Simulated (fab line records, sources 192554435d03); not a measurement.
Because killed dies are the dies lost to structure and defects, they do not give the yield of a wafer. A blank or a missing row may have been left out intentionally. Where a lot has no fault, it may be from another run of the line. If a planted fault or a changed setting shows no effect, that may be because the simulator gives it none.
fab line records    flow n5_finfet
record lots=7  wafers=21
route steps=1938 shown ZERO_LAYER@9 WELL_APT@25 FIN_SAQP@100 FIN_CUT@155 DUMMY_GATE@224
start_h: start of the lot's first displayed wafer, in hours after the record's first day    wait_h: hours elapsed since this lot's preceding step    " repeats the value in the row above    L1.1+2: a single row standing in for several wafers    - either no value or no given start    * or withheld: withheld    < > ~ a bound
route shown NAME@n: a module of which the file shows steps, and the number in the route of the first    usual: mean and standard deviation over wafers with no fault    same: alike in all rows    chamber/n: place in a boat    sites: the reading at each site    _std_site: the values' standard deviation    _edge_site: inner sites' mean taken away from outer sites' mean    radius_mm: how far each site lies from the wafer's centre    mask NAME#n: copy n    behind: tool/chamber where the wafer was last shaped    hold: cause of the lot's hold/its duration in hours/its outcome    device: whichever transistor did not switch (one of n, p or np)    end of line: the route-end tests of the same wafers    a step with no rows: only its recipe    killed: count of dies lost to structure and defects at first sort (not the wafer's yield)    map: a wafer's dies, x killed, . not, _ none there
set.NAME: setting as actually run; set.NAME@STEP: the setting as run at that earlier step    model.NAME: the simulator's own value behind a step, which no gauge read
one table per step and one row per wafer, for lots whose settings were changed on purpose
## steps
# step N5_ZERO_LAYER_EXPOSE_08
# recipe mask_id=ZERO  na=0.55  source_shape=conventional  sigma_outer=0.8  polarization=unpolarized  defocus_nm=0  target_cd_nm=2000  dose_mj=16.2
lot.wafer   tool            chamber  start_h  wait_h  mask    set.dose_mj
L078.1+2+3  krf_scanner-01  0        36.46    -       ZERO#0  16.2
L081.1+5    krf_scanner-02  0        54.49    -       ZERO#0  16.2
L081.4      "               0        "        "       ZERO#0  16.98
L082.1+2    krf_scanner-01  0        60.59    -       ZERO#0  16.2
L082.3      "               0        "        "       ZERO#0  17.19
L083.3+4    krf_scanner-02  0        66.63    -       ZERO#0  15.55
L083.6      "               0        "        "       ZERO#0  16.2
L090.1      krf_scanner-02  0        108.46   -       ZERO#0  16.66
L090.3+6    "               0        "        "       ZERO#0  16.2
L093.1+6    krf_scanner-02  0        126.47   -       ZERO#0  17.24
L093.4      "               0        "        "       ZERO#0  16.2
L095.2+5    krf_scanner-02  0        138.60   -       ZERO#0  16.2
L095.3      "               0        "        "       ZERO#0  15.06
# step N5_ZERO_LAYER_DEVELOP_10
# recipe develop_time_s=60  rinse_liquid=diw  dry=air_spin  dev_temp_c=21
lot.wafer   tool            chamber  start_h  wait_h  set.develop_time_s
L078.1+2+3  litho_track-02  0        -        -       60
L081.1      litho_track-05  0        -        -       60
L081.4+5    "               0        "        "       48.79
L082.1+2+3  litho_track-05  0        -        -       60
L083.3+4    litho_track-05  0        -        -       70.45
L083.6      "               0        "        "       60
L090.1+6    litho_track-01  0        -        -       55.53
L090.3      "               0        "        "       60
L093.1+6    litho_track-05  0        -        -       60
L093.4      "               0        "        "       65.36
L095.2+3+5  litho_track-05  0        -        -       60
# step N5_ZERO_LAYER_HARDBAKE_23
# recipe temp_c=130  time_s=120
# step N5_ZERO_LAYER_CD_MEAS_11
# recipe target_cd_nm=2000  landing_energy_ev=500  detector=se_inlens
# usual cd_nm=2000/3.1
lot.wafer  tool       chamber  start_h  wait_h  set.dose_mj@ZERO_LAYER_EXPOSE_08  cd_nm
L078.1     cd_sem-01  0        36.64    -       16.2                              2002
L078.2     "          0        "        "       16.2                              2002
L078.3     "          0        "        "       16.2                              2004
L081.1     cd_sem-01  0        54.66    -       16.2                              1995
L081.4     "          0        "        "       16.98                             2005
L081.5     "          0        "        "       16.2                              1996
L082.1     cd_sem-01  0        60.77    -       16.2                              1997
L082.2     "          0        "        "       16.2                              1995
L082.3     "          0        "        "       17.19                             2010
L083.3     cd_sem-03  0        66.79    -       15.55                             1990
L083.4     "          0        "        "       15.55                             1997
L083.6     "          0        "        "       16.2                              1996
L090.1     cd_sem-02  0        108.64   -       16.66                             2007
L090.3     "          0        "        "       16.2                              2002
L090.6     "          0        "        "       16.2                              2005
L093.1     cd_sem-01  0        126.65   -       17.24                             2012
L093.4     "          0        "        "       16.2                              2003
L093.6     "          0        "        "       17.24                             2010
L095.2     cd_sem-02  0        138.77   -       16.2                              1997
L095.3     "          0        "        "       15.06                             1986
L095.5     "          0        "        "       16.2                              1996
# step N5_ZERO_LAYER_DESCUM_16
# recipe chemistry=O2  time_s=7.9  source_power_w=50  bias_power_w=20  pressure_mtorr=20  rf_frequency_hz=2.712e+07  temp_c=40  o2_flow_sccm=225
lot.wafer  tool         chamber  start_h  wait_h  set.dose_mj@ZERO_LAYER_EXPOSE_08  model.ZERO_LAYER.cd_nm
L078.1+2   rie_diel-02  0,2      36.84    0.2     16.2                              2002
L078.3     "            3        "        "       16.2                              2004
L081.1     rie_diel-01  0        54.70    0.0     16.2                              1995
L081.4     "            2        "        "       16.98                             2005
L081.5     "            0        "        "       16.2                              1996
L082.1     rie_diel-02  0        60.81    0.0     16.2                              1998
L082.2     "            3        "        "       16.2                              1995
L082.3     "            2        "        "       17.19                             2010
L083.3     rie_diel-02  3        66.99    0.2     15.55                             1990
L083.4     "            2        "        "       15.55                             1997
L083.6     "            2        "        "       16.2                              1995
L090.1     rie_diel-02  1        108.80   0.2     16.66                             2007
L090.3     "            2        "        "       16.2                              2002
L090.6     "            3        "        "       16.2                              2005
L093.1     rie_diel-02  1        127.14   0.5     17.24                             2011
L093.4     "            3        "        "       16.2                              2003
L093.6     "            1        "        "       17.24                             2010
L095.2     rie_diel-01  0        138.85   0.1     16.2                              1997
L095.3     "            1        "        "       15.06                             1986
L095.5     "            1        "        "       16.2                              1996
# step N5_WELL_APT_PEB_06
# recipe peb_temp_c=130  peb_time_s=90
lot.wafer   tool            chamber  start_h  wait_h  set.peb_temp_c
L078.1+2+3  litho_track-03  0        37.73    0.1     130
L081.1+4+5  litho_track-04  0        55.59    0.1     130
L082.1+2    litho_track-02  0        61.71    0.1     128.7
L082.3      "               0        "        "       130
L083.3      litho_track-04  0        67.87    0.0     133.6
L083.4+6    "               0        "        "       130
L090.1+3+6  litho_track-02  0        109.69   0.1     130
L093.1+4+6  litho_track-02  0        128.03   0.1     130
L095.2+5    litho_track-04  0        139.77   0.0     130
L095.3      "               0        "        "       128.2
# step N5_WELL_APT_DEVELOP_07
# recipe develop_time_s=45  rinse_liquid=surfactant_rinse  dry=air_spin  dev_temp_c=21
# step N5_WELL_APT_HARDBAKE_12
# recipe temp_c=130  time_s=120
# step N5_WELL_APT_CD_MEAS_08
# recipe target_cd_nm=200  landing_energy_ev=500  detector=se_inlens
# usual cd_nm=200.6/2.1
lot.wafer  tool       chamber  start_h  wait_h  set.peb_temp_c@WELL_APT_PEB_06  cd_nm
L078.1     cd_sem-01  0        37.84    -       130                             200.5
L078.2     "          0        "        "       130                             197.1
L078.3     "          0        "        "       130                             199.1
L081.1     cd_sem-02  0        55.70    -       130                             196.2
L081.4     "          0        "        "       130                             199.0
L081.5     "          0        "        "       130                             201.7
L082.1     cd_sem-02  0        61.82    -       128.7                           193.2
L082.2     "          0        "        "       128.7                           195.2
L082.3     "          0        "        "       130                             202.7
L083.3     cd_sem-02  0        67.99    -       133.6                           216.0
L083.4     "          0        "        "       130                             201.8
L083.6     "          0        "        "       130                             197.5
L090.1     cd_sem-01  0        109.80   -       130                             200.6
L090.3     "          0        "        "       130                             203.6
L090.6     "          0        "        "       130                             201.6
L093.1     cd_sem-01  0        128.14   -       130                             201.7
L093.4     "          0        "        "       130                             204.7
L093.6     "          0        "        "       130                             200.5
L095.2     cd_sem-02  0        139.89   -       130                             202.3
L095.3     "          0        "        "       128.2                           192.9
L095.5     "          0        "        "       130                             197.9
# step N5_WELL_APT_DESCUM_13
# recipe chemistry=O2  time_s=7.9  source_power_w=50  bias_power_w=20  pressure_mtorr=20  rf_frequency_hz=2.712e+07  temp_c=40  o2_flow_sccm=225
lot.wafer  tool         chamber  start_h  wait_h  set.time_s  set.peb_temp_c@WELL_APT_PEB_06  model.WELL_APT.cd_nm
L078.1     rie_diel-03  1        38.03    0.1     7.9         130                             200.3
L078.2     "            3        "        "       7.9         130                             196.9
L078.3     "            2        "        "       7.9         130                             199.3
L081.1     rie_diel-04  0        55.79    0.0     7.9         130                             196.3
L081.4     "            2        "        "       7.9         130                             199.2
L081.5     "            3        "        "       7.9         130                             201.6
L082.1     rie_diel-06  1        61.91    0.0     7.9         128.7                           193.5
L082.2     "            3        "        "       7.9         128.7                           195.8
L082.3     "            0        "        "       7.9         130                             202.5
L083.3     rie_diel-06  3        68.08    0.0     7.9         133.6                           216.1
L083.4     "            2        "        "       7.9         130                             202
L083.6     "            1        "        "       7.9         130                             197.5
L090.1     rie_diel-06  2        109.89   0.0     7.9         130                             200.4
L090.3     "            0        "        "       9.051       130                             203.4
L090.6     "            2        "        "       7.9         130                             201.5
L093.1     rie_diel-04  2        128.23   0.0     6.588       130                             201.5
L093.4     "            0        "        "       6.588       130                             204.3
L093.6     "            3        "        "       7.9         130                             200.6
L095.2     rie_diel-06  0        139.98   0.0     7.9         130                             202
L095.3     "            2        "        "       7.9         128.2                           193.3
L095.5     "            2        "        "       7.9         130                             197.8
# step N5_FIN_SAQP_PECVD_06
# recipe material=a-Si  target_thk_a=600  temp_c=400  precursor=SiH4/He  pressure_torr=3  rf_w=100  time_s=48.1
lot.wafer  tool      chamber  start_h  wait_h  set.time_s  model.a-Si_of_FIN_SAQP_PECVD_06.thk_nm
L078.1     pecvd-02  1        45.38    0.1     48.1        58.01
L078.2     "         1        "        "       48.1        58.67
L078.3     "         1        "        "       48.1        59.14
L081.1     pecvd-03  1        63.30    0.0     48.1        59.86
L081.4     "         1        "        "       50.59       63.27
L081.5     "         2        "        "       50.59       64.37
L082.1     pecvd-03  1        69.44    0.0     48.1        60.1
L082.2     "         2        "        "       44.13       55.46
L082.3     "         0        "        "       44.13       55.64
L083.3     pecvd-02  0        74.98    0.0     48.1        59.36
L083.4     "         1        "        "       52.34       65.66
L083.6     "         2        "        "       52.34       64.86
L090.1     pecvd-04  1        116.93   0.0     51.47       64.45
L090.3     "         2        "        "       51.47       63.07
L090.6     "         2        "        "       51.47       64.32
L093.1     pecvd-02  1        135.33   0.0     48.1        59.92
L093.4     "         0        "        "       48.1        60.97
L093.6     "         1        "        "       48.1        60.25
L095.2     pecvd-02  0        147.38   0.0     52.15       64.61
L095.3     "         2        "        "       48.1        59.58
L095.5     "         2        "        "       48.1        59.15
# step N5_FIN_SAQP_THK_MEAS_07
# usual thk_nm=60.2/1
lot.wafer  tool           chamber  start_h  wait_h  set.time_s@FIN_SAQP_PECVD_06  thk_nm
L078.1     film_metro-01  -        45.59    0.2     48.1                          58.0
L078.2     "              -        "        "       48.1                          58.6
L078.3     "              -        "        "       48.1                          59.1
L081.1     film_metro-01  -        63.39    0.1     48.1                          59.8
L081.4     "              -        "        "       50.59                         63.2
L081.5     "              -        "        "       50.59                         64.4
L082.1     film_metro-02  -        69.53    0.1     48.1                          60.1
L082.2     "              -        "        "       44.13                         55.4
L082.3     "              -        "        "       44.13                         55.6
L083.3     film_metro-02  -        75.07    0.1     48.1                          59.4
L083.4     "              -        "        "       52.34                         65.7
L083.6     "              -        "        "       52.34                         64.9
L090.1     film_metro-02  -        117.02   0.1     51.47                         64.4
L090.3     "              -        "        "       51.47                         63.1
L090.6     "              -        "        "       51.47                         64.3
L093.1     film_metro-01  -        135.42   0.1     48.1                          59.9
L093.4     "              -        "        "       48.1                          60.9
L093.6     "              -        "        "       48.1                          60.2
L095.2     film_metro-01  -        147.50   0.1     52.15                         64.6
L095.3     "              -        "        "       48.1                          59.6
L095.5     "              -        "        "       48.1                          59.1
# step N5_FIN_SAQP_PEB_14
# recipe peb_temp_c=withheld  peb_time_s=60  resist=CAR-ArF
lot.wafer   tool            chamber  start_h  wait_h  set.peb_time_s
L078.1+2+3  litho_track-01  0        45.88    0.1     60
L081.1+4+5  litho_track-02  0        63.71    0.1     60
L082.1+2    litho_track-04  0        69.97    0.1     65.85
L082.3      "               0        "        "       60
L083.3      litho_track-02  0        75.49    0.0     60
L083.4+6    "               0        "        "       46.59
L090.1+3    litho_track-01  0        117.43   0.1     69.13
L090.6      "               0        "        "       60
L093.1+4    litho_track-02  0        135.84   0.1     49.08
L093.6      "               0        "        "       60
L095.2+3    litho_track-04  0        147.91   0.0     68.76
L095.5      "               0        "        "       60
# step N5_FIN_SAQP_DEVELOP_15
# recipe develop_time_s=30  developer=TMAH  resist=CAR-ArF  dev_temp_c=23  rinse_liquid=diw  dry=air_spin
# step N5_FIN_SAQP_CD_MEAS_16
# recipe target_cd_nm=35.6  landing_energy_ev=500  detector=se_inlens
# usual cd_nm=35.49/0.29
lot.wafer  tool       chamber  start_h  wait_h  set.peb_time_s@FIN_SAQP_PEB_14  cd_nm
L078.1     cd_sem-03  0        45.94    -       60                              35.66
L078.2     "          0        "        "       60                              34.97
L078.3     "          0        "        "       60                              34.98
L081.1     cd_sem-03  0        63.77    -       60                              35.68
L081.4     "          0        "        "       60                              35.50
L081.5     "          0        "        "       60                              35.94
L082.1     cd_sem-03  0        70.04    -       65.85                           33.71
L082.2     "          0        "        "       65.85                           33.85
L082.3     "          0        "        "       60                              35.54
L083.3     cd_sem-02  0        75.56    -       60                              35.85
L083.4     "          0        "        "       46.59                           39.49
L083.6     "          0        "        "       46.59                           39.71
L090.1     cd_sem-02  0        117.50   -       69.13                           34.06
L090.3     "          0        "        "       69.13                           33.46
L090.6     "          0        "        "       60                              35.54
L093.1     cd_sem-01  0        135.90   -       49.08                           37.94
L093.4     "          0        "        "       49.08                           38.06
L093.6     "          0        "        "       60                              35.40
L095.2     cd_sem-01  0        147.98   -       68.76                           33.54
L095.3     "          0        "        "       68.76                           33.87
L095.5     "          0        "        "       60                              34.95
# step N5_FIN_SAQP_HM_OPEN_73
# recipe chemistry=CHF3/O2  target=SiO2  stop_on=a-Si  target_depth_a=120  over_etch_frac=1.8  mask_material=SOC  time_s=16.8  pressure_mtorr=30  source_w=650  bias_w=170  Ar_flow_sccm=200  CHF3_flow_sccm=50  O2_flow_sccm=5  ion_energy_ev=200  ends=end_point
# step N5_FIN_SAQP_STRIP_74
# recipe chemistry=CHF3/O2  resist=SiARC  rf_frequency_hz=6e+07
# step N5_FIN_SAQP_MANDREL_ETCH_22
# recipe target_depth_a=600  chemistry=HBr/Cl2  target=a-Si  stop_on=SiNx  bt_time_s=10  over_etch_frac=0.5  time_s=30  pressure_mtorr=10  icp_w=800  bias_w=75  HBr_flow_sccm=150  Cl2_flow_sccm=80  ends=end_point
# usual oes_product_au=0.769/0.011
lot.wafer  tool       chamber  start_h  wait_h  set.time_s@FIN_SAQP_PECVD_06  oes_product_au  model.etch.depth_nm
L078.1     rie_si-06  1        46.32    0.0     48.1                          0.756           58.01
L078.2     "          3        "        "       48.1                          0.762           58.67
L078.3     "          2        "        "       48.1                          0.744           59.13
L081.1     rie_si-05  1        64.59    0.0     48.1                          0.757           59.86
L081.4     "          0        "        "       50.59                         0.791           63.27
L081.5     "          0        "        "       50.59                         0.805           64.35
L082.1     rie_si-05  0        70.42    0.0     48.1                          0.773           59.91
L082.2     "          3        "        "       44.13                         0.730           55.46
L082.3     "          1        "        "       44.13                         0.734           55.64
L083.3     rie_si-05  3        75.94    0.0     48.1                          0.776           59.32
L083.4     "          1        "        "       52.34                         0.808           65.66
L083.6     "          2        "        "       52.34                         0.803           64.82
L090.1     rie_si-04  1        118.10   0.0     51.47                         0.789           64.45
L090.3     "          0        "        "       51.47                         0.794           62.88
L090.6     "          3        "        "       51.47                         0.790           64.32
L093.1     rie_si-05  3        136.31   0.0     48.1                          0.773           59.92
L093.4     "          2        "        "       48.1                          0.779           60.97
L093.6     "          2        "        "       48.1                          0.772           60.25
L095.2     rie_si-05  1        148.36   0.0     52.15                         0.797           64.61
L095.3     "          0        "        "       48.1                          0.764           59.53
L095.5     "          1        "        "       48.1                          0.758           59.15
# step N5_FIN_CUT_COAT_19
# recipe resist=SiARC  temp_c=220  time_s=60  spin_rpm=1500  resist_thk_nm=20
lot.wafer   tool            chamber  start_h  wait_h  set.spin_rpm  model.SiARC_of_FIN_CUT_COAT_19.thk_nm
L078.1+2+3  litho_track-05  0        -        -       1500          20
L081.1+4    litho_track-03  0        -        -       1454          20.2
L081.5      "               0        "        "       1500          20
L082.1+2+3  litho_track-03  0        -        -       1500          20
L083.3+4    litho_track-04  0        -        -       1500          20
L083.6      "               0        "        "       1500          20.2
L090.1+6    litho_track-05  0        -        -       1500          20
L090.3      "               0        "        "       1390          20.6
L093.1      litho_track-05  0        -        -       1500          20
L093.4+6    "               0        "        "       1597          19.4
L095.2+5    litho_track-03  0        -        -       1420          20.6
L095.3      "               0        "        "       1500          20
# step N5_FIN_CUT_COAT_29
# recipe resist=underlayer  temp_c=205  time_s=60  spin_rpm=1500  resist_thk_nm=10
# step N5_FIN_CUT_COAT_02
# recipe resist=CAR-EUV  spin_rpm=1500  resist_thk_nm=30
# step N5_FIN_CUT_DESCUM_13
# recipe chemistry=O2  time_s=7  source_power_w=50  bias_power_w=20  pressure_mtorr=20  rf_frequency_hz=2.712e+07  temp_c=40  resist=CAR-EUV  o2_flow_sccm=225
# step N5_FIN_CUT_ETCH_30
# recipe chemistry=N2/H2  target=underlayer  target_depth_a=130  mask_material=CAR-EUV  time_s=10.4  ion_energy_ev=200  pressure_mtorr=30  source_w=840  bias_w=150  n2_flow_sccm=200  h2_flow_sccm=200  ends=cleared
# step N5_FIN_CUT_ETCH_20
# recipe chemistry=CF4  target=SiARC  target_depth_a=260  mask_material=CAR-EUV  time_s=43.3  ion_energy_ev=80  pressure_mtorr=40  source_w=545  bias_w=36  Ar_flow_sccm=100  cf4_flow_sccm=100  ends=cleared
lot.wafer  tool         chamber  start_h  wait_h  set.spin_rpm@FIN_CUT_COAT_19  model.etch.depth_nm
L078.1     rie_diel-02  2        51.16    0.0     1500                          20.03
L078.2     "            3        "        "       1500                          20.05
L078.3     "            0        "        "       1500                          19.99
L081.1     rie_diel-02  2        69.12    0.0     1454                          20.28
L081.4     "            3        "        "       1454                          20.26
L081.5     "            2        "        "       1500                          19.92
L082.1     rie_diel-02  2        75.22    0.0     1500                          19.93
L082.2     "            1        "        "       1500                          19.9
L082.3     "            3        "        "       1500                          19.94
L083.3     rie_diel-05  3        80.86    0.0     1500                          19.95
L083.4     "            0        "        "       1500                          20.02
L083.6     "            1        "        "       1500                          20.11
L090.1     rie_diel-05  3        123.71   0.0     1500                          19.92
L090.3     "            0        "        "       1390                          20.68
L090.6     "            2        "        "       1500                          19.91
L093.1     rie_diel-01  0        141.36   0.0     1500                          19.96
L093.4     "            2        "        "       1597                          19.37
L093.6     "            3        "        "       1597                          19.32
L095.2     rie_diel-05  3        152.86   0.0     1420                          20.55
L095.3     "            1        "        "       1500                          19.93
L095.5     "            0        "        "       1420                          20.56
# step N5_FIN_CUT_ETCH_21
# recipe chemistry=N2/H2  target=SOC  target_depth_a=2190  overetch_a=438  mask_material=SiARC  temp_c=40  ion_energy_ev=100  bias_w=61  time_s=523.5  pressure_mtorr=30  source_w=850  n2_flow_sccm=200  h2_flow_sccm=200
lot.wafer  tool         chamber  start_h  wait_h  set.spin_rpm@FIN_CUT_COAT_19  model.SiARC_of_FIN_CUT_COAT_19.thk_nm
L078.1     rie_diel-02  2        51.20    0.0     1500                          12.2
L078.2+3   "            3,0      "        "       1500                          12
L081.1     rie_diel-02  2        69.15    0.0     1454                          12.2
L081.4     "            3        "        "       1454                          12
L081.5     "            2        "        "       1500                          11.8
L082.1+2   rie_diel-02  2,1      75.26    0.0     1500                          11.8
L082.3     "            3        "        "       1500                          11.6
L083.3+4   rie_diel-05  3,0      80.90    0.0     1500                          12
L083.6     "            1        "        "       1500                          11.6
L090.1     rie_diel-05  3        123.75   0.0     1500                          12
L090.3     "            0        "        "       1390                          12.6
L090.6     "            2        "        "       1500                          11.8
L093.1     rie_diel-01  0        141.39   0.0     1500                          11.8
L093.4+6   "            2,3      "        "       1597                          11.2
L095.2+5   rie_diel-05  3,0      152.90   0.0     1420                          12.6
L095.3     "            1        "        "       1500                          11.4
# step N5_DUMMY_GATE_COAT_28
# recipe resist=underlayer  temp_c=205  time_s=60  spin_rpm=1500  resist_thk_nm=10
lot.wafer   tool            chamber  start_h  wait_h  set.spin_rpm  model.underlayer_of_DUMMY_GATE_COAT_28.thk_nm
L078.1+2+3  litho_track-05  0        -        -       1500          10
L081.1+4    litho_track-01  0        -        -       1593          9.8
L081.5      "               0        "        "       1500          10
L082.1+3    litho_track-05  0        -        -       1500          10
L082.2      "               0        "        "       1668          9.4
L083.3+4    litho_track-05  0        -        -       1395          10.4
L083.6      "               0        "        "       1500          10
L090.1+6    litho_track-02  0        -        -       1500          10
L090.3      "               0        "        "       1650          9.6
L093.1+6    litho_track-05  0        -        -       1368          10.4
L093.4      "               0        "        "       1500          10
L095.2+3+5  litho_track-01  0        -        -       1500          10
# step N5_DUMMY_GATE_DESCUM_20
# recipe chemistry=O2  time_s=6.2  source_power_w=50  bias_power_w=20  pressure_mtorr=20  rf_frequency_hz=2.712e+07  temp_c=40  resist=CAR-EUV  o2_flow_sccm=225
lot.wafer   tool         chamber  start_h  wait_h  set.time_s  model.CAR-EUV_of_DUMMY_GATE_COAT_09.thk_nm
L078.1+2+3  rie_diel-01  0,3,2    70.26    0.1     6.2         26.4
L081.1+5    rie_diel-05  2        88.39    0.0     5.522       27
L081.4      "            0        "        "       6.2         26.6
L082.1+3    rie_diel-02  1,3      99.35    0.0     5.679       26.6
L082.2      "            0        "        "       6.2         26.4
L083.3      rie_diel-05  0        102.71   0.3     6.2         26.6
L083.4      "            2        "        "       6.2         26.4
L083.6      "            3        "        "       5.387       26.8
L090.1      rie_diel-02  3        143.28   0.0     6.906       26
L090.3      "            2        "        "       6.906       26.2
L090.6      "            1        "        "       6.2         26.4
L093.1+4    rie_diel-01  1,2      159.69   0.0     6.2         26.6
L093.6      "            1        "        "       5.453       26.8
L095.2      rie_diel-02  0        173.13   0.0     6.59        26.4
L095.3      "            2        "        "       6.59        26.2
L095.5      "            2        "        "       6.2         26.4
## key
split step=N5_ZERO_LAYER_EXPOSE_08  setting=dose_mj  stated=16.2  by=wafer
response step=N5_ZERO_LAYER_CD_MEAS_11  reading=cd_nm  change=+1.56  per=1%  r=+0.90
response step=N5_ZERO_LAYER_DESCUM_16  reading=model.ZERO_LAYER.cd_nm  change=+1.55  per=1%  r=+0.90
split step=N5_ZERO_LAYER_DEVELOP_10  setting=develop_time_s  stated=60  by=wafer
response none clear
split step=N5_WELL_APT_PEB_06  setting=peb_temp_c  stated=130  by=wafer
response step=N5_WELL_APT_CD_MEAS_08  reading=cd_nm  change=+6.02  per=1%  r=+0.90
response step=N5_WELL_APT_DESCUM_13  reading=model.WELL_APT.cd_nm  change=+5.9  per=1%  r=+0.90
split step=N5_WELL_APT_DESCUM_13  setting=time_s  stated=7.9  by=wafer
response none clear
split step=N5_FIN_SAQP_PECVD_06  setting=time_s  stated=48.1  by=wafer
response step=N5_FIN_SAQP_PECVD_06  reading=model.a-Si_of_FIN_SAQP_PECVD_06.thk_nm  change=+0.633  per=1%  r=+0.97
response step=N5_FIN_SAQP_THK_MEAS_07  reading=thk_nm  change=*  per=1%  r=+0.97
response step=N5_FIN_SAQP_MANDREL_ETCH_22  reading=oes_product_au  change=+0.00456  per=1%  r=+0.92
response step=N5_FIN_SAQP_MANDREL_ETCH_22  reading=model.etch.depth_nm  change=+0.628  per=1%  r=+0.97
split step=N5_FIN_SAQP_PEB_14  setting=peb_time_s  stated=60  by=wafer
response step=N5_FIN_SAQP_CD_MEAS_16  reading=cd_nm  change=-0.141  per=1%  r=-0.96
split step=N5_FIN_CUT_COAT_19  setting=spin_rpm  stated=1500  by=wafer
response step=N5_FIN_CUT_COAT_19  reading=model.SiARC_of_FIN_CUT_COAT_19.thk_nm  change=-0.0906  per=1%  r=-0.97
response step=N5_FIN_CUT_ETCH_20  reading=model.etch.depth_nm  change=-0.105  per=1%  r=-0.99
response step=N5_FIN_CUT_ETCH_21  reading=model.SiARC_of_FIN_CUT_COAT_19.thk_nm  change=-0.122  per=1%  r=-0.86
split step=N5_DUMMY_GATE_COAT_28  setting=spin_rpm  stated=1500  by=wafer
response step=N5_DUMMY_GATE_COAT_28  reading=model.underlayer_of_DUMMY_GATE_COAT_28.thk_nm  change=-0.0468  per=1%  r=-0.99
split step=N5_DUMMY_GATE_DESCUM_20  setting=time_s  stated=6.2  by=wafer
response step=N5_DUMMY_GATE_DESCUM_20  reading=model.CAR-EUV_of_DUMMY_GATE_COAT_09.thk_nm  change=-0.0243  per=1%  r=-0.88
